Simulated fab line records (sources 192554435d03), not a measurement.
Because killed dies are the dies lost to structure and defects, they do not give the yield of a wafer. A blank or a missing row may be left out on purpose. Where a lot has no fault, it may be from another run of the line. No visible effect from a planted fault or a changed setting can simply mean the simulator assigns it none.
Which tool did it? || flow n5 finfet || 30 wafers from 10 lots sampled at 5 of the route's 1938 steps

== WHAT THE GAUGES READ, wafer by wafer ==
N5_BEOL_M13_INSPECT_30: inspects for defects (macro).
{"lot": "L880", "measured": "day 11 06:50", "on": "defect inspect-01", "raw defect count": "2 1 3"}
{"lot": "L879", "measured": "day 11 07:28", "on": "defect inspect-02", "raw defect count": "3 2 1"}
{"lot": "L883", "measured": "day 12 07:17", "on": "defect inspect-02", "raw defect count": "4 2 3"}
{"lot": "L884", "measured": "day 12 14:52", "on": "defect inspect-01", "raw defect count": "2 2 3"}
{"lot": "L886", "measured": "day 13 12:58", "on": "defect inspect-01", "raw defect count": "3 2 0"}
{"lot": "L893", "measured": "day 15 12:35", "on": "defect inspect-01", "raw defect count": "1 3 2"}
{"lot": "L895", "measured": "day 15 16:18", "on": "defect inspect-01", "raw defect count": "2 2 3"}
{"lot": "L894", "measured": "day 15 16:38", "on": "defect inspect-01", "raw defect count": "3 7 2"}
{"lot": "L898", "measured": "day 17 05:02", "on": "defect inspect-01", "raw defect count": "1 4 2"}
{"lot": "L901", "measured": "day 17 05:44", "on": "defect inspect-02", "raw defect count": "4 2 2"}

N5_BEOL_M14_OVL_MEAS_11.
{"lot": "L880", "measured": "day 11 13:24", "on": "overlay-02", "V13_OVL (nm)": "1 -2 -2"}
{"lot": "L879", "measured": "day 11 15:16", "on": "overlay-01", "V13_OVL (nm)": "0 -10 -10"}
{"lot": "L883", "measured": "day 12 12:25", "on": "overlay-02", "V13_OVL (nm)": "-1 5 7"}
{"lot": "L884", "measured": "day 12 18:48", "on": "overlay-01", "V13_OVL (nm)": "-7 -9 -8"}
{"lot": "L886", "measured": "day 13 17:45", "on": "overlay-02", "V13_OVL (nm)": "-1 1 -5"}
{"lot": "L893", "measured": "day 15 18:29", "on": "overlay-02", "V13_OVL (nm)": "51 46 45"}
{"lot": "L895", "measured": "day 15 19:07", "on": "overlay-02", "V13_OVL (nm)": "44 46 47"}
{"lot": "L894", "measured": "day 15 22:04", "on": "overlay-02", "V13_OVL (nm)": "46 50 41"}
{"lot": "L898", "measured": "day 17 10:16", "on": "overlay-02", "V13_OVL (nm)": "-1 1 -6"}
{"lot": "L901", "measured": "day 17 12:29", "on": "overlay-01", "V13_OVL (nm)": "-6 -4 -5"}

== WHAT TOOL EACH LOT RAN ON (gives the tool, then ch and the chambers of the sampled wafers, and finally the start) ==
{"lot": "L880", "N5_BEOL_M13_DESCUM_33": "rie diel-03 ch 1,2,3, day 11 07:14", "N5_BEOL_M13_STRIP_37": "plasma asher-02 ch 0,1, day 11 07:51", "N5_BEOL_M14_EXPOSE_07": "krf scanner-01 ch 0, day 11 13:12"}
{"lot": "L879", "N5_BEOL_M13_DESCUM_33": "rie diel-01 ch 1,3, day 11 07:58", "N5_BEOL_M13_STRIP_37": "plasma asher-01 ch 0,1, day 11 08:35", "N5_BEOL_M14_EXPOSE_07": "krf scanner-02 ch 0, day 11 15:04"}
{"lot": "L883", "N5_BEOL_M13_DESCUM_33": "rie diel-06 ch 2,3, day 12 07:19", "N5_BEOL_M13_STRIP_37": "plasma asher-02 ch 0,1, day 12 07:56", "N5_BEOL_M14_EXPOSE_07": "krf scanner-02 ch 0, day 12 12:13"}
{"lot": "L884", "N5_BEOL_M13_DESCUM_33": "rie diel-03 ch 0,1,2, day 12 14:53", "N5_BEOL_M13_STRIP_37": "plasma asher-02 ch 0,1, day 12 15:42", "N5_BEOL_M14_EXPOSE_07": "krf scanner-02 ch 0, day 12 18:36"}
{"lot": "L886", "N5_BEOL_M13_DESCUM_33": "rie diel-06 ch 0,1,2, day 13 12:59", "N5_BEOL_M13_STRIP_37": "plasma asher-01 ch 0,1, day 13 13:37", "N5_BEOL_M14_EXPOSE_07": "krf scanner-02 ch 0, day 13 17:32"}
{"lot": "L893", "N5_BEOL_M13_DESCUM_33": "rie diel-03 ch 0,1, day 15 12:47", "N5_BEOL_M13_STRIP_37": "plasma asher-02 ch 1, day 15 13:25", "N5_BEOL_M14_EXPOSE_07": "krf scanner-02 ch 0, day 15 18:17"}
{"lot": "L895", "N5_BEOL_M13_DESCUM_33": "rie diel-01 ch 1,2, day 15 16:20", "N5_BEOL_M13_STRIP_37": "plasma asher-01 ch 0,1, day 15 16:59", "N5_BEOL_M14_EXPOSE_07": "krf scanner-02 ch 0, day 15 18:55"}
{"lot": "L894", "N5_BEOL_M13_DESCUM_33": "rie diel-03 ch 1,3, day 15 16:40", "N5_BEOL_M13_STRIP_37": "plasma asher-02 ch 0,1, day 15 17:17", "N5_BEOL_M14_EXPOSE_07": "krf scanner-02 ch 0, day 15 21:51"}
{"lot": "L898", "N5_BEOL_M13_DESCUM_33": "rie diel-03 ch 0,3, day 17 05:08", "N5_BEOL_M13_STRIP_37": "plasma asher-01 ch 0,1, day 17 05:46", "N5_BEOL_M14_EXPOSE_07": "krf scanner-01 ch 0, day 17 10:05"}
{"lot": "L901", "N5_BEOL_M13_DESCUM_33": "rie diel-06 ch 1,3, day 17 05:51", "N5_BEOL_M13_STRIP_37": "plasma asher-01 ch 0,1, day 17 06:28", "N5_BEOL_M14_EXPOSE_07": "krf scanner-01 ch 0, day 17 12:16"}
- N5_BEOL_M13_DESCUM_33: chemistry O2, time 7.9 s.
- N5_BEOL_M13_STRIP_37: strips in N2/H2.
- N5_BEOL_M14_EXPOSE_07: exposes mask V13.

== WHAT THE TOOLS THEMSELVES READ (means of the sampled wafers that have a number; where no wafer has one, the mark that the record gives instead) ==
N5_BEOL_M13_DESCUM_33.
{"lot": "L880", "tool": "rie diel-03", "drypump motor current A (A)": 5.9, "oes product au (a.u.)": 0.85, "rf vpp V (V)": 244.2, "showerhead plenum p Torr (Torr)": 2.13, "throttle valve pct (%)": 20.47}
{"lot": "L879", "tool": "rie diel-01", "drypump motor current A (A)": 5.5, "oes product au (a.u.)": 0.71, "rf vpp V (V)": 242.8, "showerhead plenum p Torr (Torr)": 2.05, "throttle valve pct (%)": 20.61}
{"lot": "L883", "tool": "rie diel-06", "drypump motor current A (A)": 5.5, "oes product au (a.u.)": 0.81, "rf vpp V (V)": 243.9, "showerhead plenum p Torr (Torr)": 2.14, "throttle valve pct (%)": 20.23}
{"lot": "L884", "tool": "rie diel-03", "drypump motor current A (A)": 6.3, "oes product au (a.u.)": 0.91, "rf vpp V (V)": 242.5, "showerhead plenum p Torr (Torr)": 2.12, "throttle valve pct (%)": 20.24}
{"lot": "L886", "tool": "rie diel-06", "drypump motor current A (A)": 5.4, "oes product au (a.u.)": 0.76, "rf vpp V (V)": 242.0, "showerhead plenum p Torr (Torr)": 2.03, "throttle valve pct (%)": 20.40}
{"lot": "L893", "tool": "rie diel-03", "drypump motor current A (A)": 5.9, "oes product au (a.u.)": 0.86, "rf vpp V (V)": 243.9, "showerhead plenum p Torr (Torr)": 2.13, "throttle valve pct (%)": 20.24}
{"lot": "L895", "tool": "rie diel-01", "drypump motor current A (A)": 5.2, "oes product au (a.u.)": 0.70, "rf vpp V (V)": 244.3, "showerhead plenum p Torr (Torr)": 2.11, "throttle valve pct (%)": 20.39}
{"lot": "L894", "tool": "rie diel-03", "drypump motor current A (A)": 5.6, "oes product au (a.u.)": 0.87, "rf vpp V (V)": 243.9, "showerhead plenum p Torr (Torr)": 2.14, "throttle valve pct (%)": 20.36}
{"lot": "L898", "tool": "rie diel-03", "drypump motor current A (A)": 6.1, "oes product au (a.u.)": 0.88, "rf vpp V (V)": 244.2, "showerhead plenum p Torr (Torr)": 2.15, "throttle valve pct (%)": 20.28}
{"lot": "L901", "tool": "rie diel-06", "drypump motor current A (A)": 5.3, "oes product au (a.u.)": 0.86, "rf vpp V (V)": 243.3, "showerhead plenum p Torr (Torr)": 2.10, "throttle valve pct (%)": 20.25}

N5_BEOL_M13_STRIP_37.
{"lot": "L880", "tool": "plasma asher-02", "drypump motor current A (A)": 6.1, "heater power w (W)": 412, "oes product au (a.u.)": 0.792}
{"lot": "L879", "tool": "plasma asher-01", "drypump motor current A (A)": 5.8, "heater power w (W)": 327, "oes product au (a.u.)": 0.789}
{"lot": "L883", "tool": "plasma asher-02", "drypump motor current A (A)": 6.1, "heater power w (W)": 414, "oes product au (a.u.)": 0.783}
{"lot": "L884", "tool": "plasma asher-02", "drypump motor current A (A)": 6.2, "heater power w (W)": 409, "oes product au (a.u.)": 0.785}
{"lot": "L886", "tool": "plasma asher-01", "drypump motor current A (A)": 5.8, "heater power w (W)": 326, "oes product au (a.u.)": 0.783}
{"lot": "L893", "tool": "plasma asher-02", "drypump motor current A (A)": 6.4, "heater power w (W)": 425, "oes product au (a.u.)": 0.784}
{"lot": "L895", "tool": "plasma asher-01", "drypump motor current A (A)": 5.4, "heater power w (W)": 316, "oes product au (a.u.)": 0.780}
{"lot": "L894", "tool": "plasma asher-02", "drypump motor current A (A)": 6.1, "heater power w (W)": 413, "oes product au (a.u.)": 0.778}
{"lot": "L898", "tool": "plasma asher-01", "drypump motor current A (A)": 5.4, "heater power w (W)": 325, "oes product au (a.u.)": 0.783}
{"lot": "L901", "tool": "plasma asher-01", "drypump motor current A (A)": 5.4, "heater power w (W)": 320, "oes product au (a.u.)": 0.783}

N5_BEOL_M14_EXPOSE_07.
{"lot": "L880", "tool": "krf scanner-01", "focus offset nm (nm)": 1.0}
{"lot": "L879", "tool": "krf scanner-02", "focus offset nm (nm)": -0.1}
{"lot": "L883", "tool": "krf scanner-02", "focus offset nm (nm)": -0.6}
{"lot": "L884", "tool": "krf scanner-02", "focus offset nm (nm)": -0.2}
{"lot": "L886", "tool": "krf scanner-02", "focus offset nm (nm)": -0.3}
{"lot": "L893", "tool": "krf scanner-02", "focus offset nm (nm)": -0.2}
{"lot": "L895", "tool": "krf scanner-02", "focus offset nm (nm)": -0.1}
{"lot": "L894", "tool": "krf scanner-02", "focus offset nm (nm)": -0.5}
{"lot": "L898", "tool": "krf scanner-01", "focus offset nm (nm)": 0.0}
{"lot": "L901", "tool": "krf scanner-01", "focus offset nm (nm)": -0.3}

== THE ANSWER, worked out from the rows above alone ==
Rule: usual is defined by the lots themselves. Put in order of their means at a reading, lots are off if they are a third of the lots or fewer, leave a main group of 4 or more, and stand apart from it by a gap of 3 or more times the standard deviation of the main group's means; of several such gaps the widest counts. A main group whose means are all the same, to the digits that the tables above print for the reading, isn't used. Also off: a lot with no number at a reading for which 4 or more lots have one. The other lots that the step has rows for count as sound. The gauges are gone through in route order, then the tools' own readings, and for those a lot's mean is taken as printed above. The first step at which some lot is off is used, and at that step the reading that is off furthest; a lot without a number counts as furthest.
Off: L893, L895, L894, at N5_BEOL_M14_OVL_MEAS_11 (V13_OVL). For the main group the mean is -3 nm and the standard deviation 3.7.
If a tool, at a process step before that reading, ran all the lots that are off and no sound lot after the first of them, it fits. Gauges at N5_BEOL_M14_OVL_MEAS_11: tried the same way as those tools. One fits: N5_BEOL_M14_EXPOSE_07 on krf scanner-02. Its last sound lot is L886 (day 13 17:32), its first lot that is off L893 (day 15 18:17): a fault that began between those two fits.

== WHAT THE SIMULATOR HAD INSERTED ==
Scanner matching overlay: krf scanner-02, from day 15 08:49 on, at N5_BEOL_M14_EXPOSE_07. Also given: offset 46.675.
Struck lots among those shown: L893, L895, L894. The rule given above showed the same thing.
